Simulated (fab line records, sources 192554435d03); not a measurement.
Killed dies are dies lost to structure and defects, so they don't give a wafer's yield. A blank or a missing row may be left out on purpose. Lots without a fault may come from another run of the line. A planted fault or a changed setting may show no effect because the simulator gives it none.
Split-lot experiment | flow n5_finfet | 7 lots, 21 wafers read, on a route of 1938 steps

THE SPLIT
At N5_BEOL_M7_EXPOSE_08 (exposes mask M7), the setting dose_mj was moved away from the recipe's 68.25 on 7 of the 21 wafers read, by -2.9% to +6.5%. The other wafers ran this setting at the recipe's value.

FROM THE SPLIT TO THE READING: what the file shows between them, 17 steps
- N5_BEOL_M7_PEB_09: peb time 60 s
- N5_BEOL_M7_DEVELOP_10: develop time 30 s
- N5_BEOL_M7_CD_MEAS_11: target cd 38.5 nm
- N5_BEOL_M7_DESCUM_16: chemistry O2, time 7.9 s
- N5_BEOL_M7_ETCH_61: etches SiARC in CF4, target depth 45.5 nm, time 75.8 s
- N5_BEOL_M7_ETCH_62: etches SOC in N2/H2, target depth 110 nm, overetch 22 nm, time 165 s
- N5_BEOL_M7_STRIP_68: strips in N2/H2
- N5_BEOL_M7_STRIP_67: strips in CF4
- N5_BEOL_M7_HM_OPEN_17: chemistry Cl2/BCl3, target TiN, target depth 20 nm, overetch 6 nm
- N5_BEOL_M7_STRIP_19: strips in O2
- N5_BEOL_M7_CD_MEAS_18: pitch 80 nm, target cd 40 nm
- N5_BEOL_M7_VIA_ETCH_34: etches SiCOH lowk in C4F6/O2, target depth 125.5 nm, time 50.5 s (also split here: bias_w)
- N5_BEOL_M7_TRENCH_ETCH_37: etches SiCOH lowk in C4F6/O2, target depth 93.478 nm, time 31.2 s (also split here: source_w)
- N5_BEOL_M7_ETCH_41: etches SiCN in CH3F/O2, target depth 31.9 nm, time 57.8 s
- N5_BEOL_M7_STRIP_80: strips in N2/H2, time 10 s
- N5_BEOL_M7_PRECLEAN_42: cleans in residue remover, time 60 s
- N5_BEOL_M7_SRD_43: time 30 s

THE READING
cd_nm, in nm, at N5_BEOL_M7_CD_MEAS_35 (target cd 40 nm). Fault-free wafers of this fab line usually give 39.6 nm, standard deviation 0.49 nm.

wafer  | tool, chamber at the split | dose_mj as run | against the recipe | cd_nm, nm | against lot-mates on the recipe
L074.3 | arfi_scanner-03, 0         | 69.96          | +2.5%              | 41.2      | +1.1
L074.5 | arfi_scanner-03, 0         | 69.96          | +2.5%              | 40.7      | +0.6
L074.6 | arfi_scanner-03, 0         | 68.25          | recipe             | 40.1      | -
L076.1 | arfi_scanner-02, 0         | 72.69          | +6.5%              | 42.7      | +2.7
L076.2 | arfi_scanner-02, 0         | 68.25          | recipe             | 40.0      | -
L076.5 | arfi_scanner-02, 0         | 72.69          | +6.5%              | 43.3      | +3.3
L081.1 | arfi_scanner-03, 0         | 68.25          | recipe             | 39.5      | -
L081.2 | arfi_scanner-03, 0         | 68.25          | recipe             | 39.7      | -
L081.6 | arfi_scanner-03, 0         | 68.25          | recipe             | 39.6      | -
L083.1 | arfi_scanner-01, 0         | 68.25          | recipe             | 39.7      | -
L083.3 | arfi_scanner-01, 0         | 68.25          | recipe             | 38.9      | -
L083.4 | arfi_scanner-01, 0         | 68.25          | recipe             | 39.5      | -
L086.2 | arfi_scanner-03, 0         | 68.25          | recipe             | 40.3      | -
L086.5 | arfi_scanner-03, 0         | 68.25          | recipe             | 39.9      | -
L086.6 | arfi_scanner-03, 0         | 72.57          | +6.3%              | 43.0      | +2.9
L087.3 | arfi_scanner-03, 0         | 66.28          | -2.9%              | 38.1      | -1.0
L087.4 | arfi_scanner-03, 0         | 66.28          | -2.9%              | 37.0      | -2.1
L087.5 | arfi_scanner-03, 0         | 68.25          | recipe             | 39.1      | -
L092.1 | arfi_scanner-03, 0         | 68.25          | recipe             | 38.5      | -
L092.5 | arfi_scanner-03, 0         | 68.25          | recipe             | 38.9      | -
L092.6 | arfi_scanner-03, 0         | 68.25          | recipe             | 39.4      | -

THE FIT
A straight line over all 21 wafers: cd_nm changes by +0.565 nm for each +1% of dose_mj; r = +0.95; the points scatter about the line by 0.49 nm.
The same after taking each lot's own level away (the mean of its wafers on the recipe; 21 wafers): +0.465 nm for each +1%; r = +0.97; scatter 0.32 nm.
On that fit, the largest move of dose_mj shifts the reading by 3 nm.
The lots' own levels span 38.93 to 40.10 nm, that is 2.4 times the standard deviation above.
So the lot-to-lot level changes the slope: the two fits differ.
Check: with one of the wafers moved furthest among these (+6.5%) left out of the fit, the line predicts +3.08 nm for it against its lot-mates. It came out at +2.7 nm against them.

OTHER SPLITS ON THESE WAFERS
These wafers also went through other splits before the reading. Each is held against what the fit with the lots' levels taken away leaves over:
other split on the same wafers     | wafers away from the commonest value | r with cd_nm (lot level and that fit taken away)
N5_BEOL_M7_VIA_ETCH_34 bias_w      | 7                                    | +0.05
N5_BEOL_M7_TRENCH_ETCH_37 source_w | 5                                    | +0.12

THE WHOLE CHAIN: every reading that the file lists as answering this split, in the file's order
step                  | what it does                                                         | reading                                                               | change (the file's fit)               | r (the file's)
N5_BEOL_M7_CD_MEAS_11 | target cd 38.5 nm                                                    | cd_nm                                                                 | +0.482 nm for each +1% of the setting | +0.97
N5_BEOL_M7_ETCH_61    | etches SiARC in CF4, target depth 45.5 nm, time 75.8 s               | BEOL_M7.cd_offset_nm (the simulator's own value, which no gauge read) | +0.467 nm for each +1% of the setting | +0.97
N5_BEOL_M7_ETCH_62    | etches SOC in N2/H2, target depth 110 nm, overetch 22 nm, time 165 s | BEOL_M7.cd_offset_nm (the simulator's own value, which no gauge read) | +0.46 nm for each +1% of the setting  | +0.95
N5_BEOL_M7_HM_OPEN_17 | chemistry Cl2/BCl3, target TiN, target depth 20 nm, overetch 6 nm    | BEOL_M7.cd_offset_nm (the simulator's own value, which no gauge read) | +0.452 nm for each +1% of the setting | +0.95
N5_BEOL_M7_CD_MEAS_18 | pitch 80 nm, target cd 40 nm                                         | cd_nm                                                                 | +0.436 nm for each +1% of the setting | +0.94
N5_BEOL_M7_CD_MEAS_35 | target cd 40 nm                                                      | cd_nm                                                                 | +0.456 nm for each +1% of the setting | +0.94

THE FILE'S OWN FIT
cd_nm changes by +0.456 nm for each +1% of dose_mj, r = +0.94.
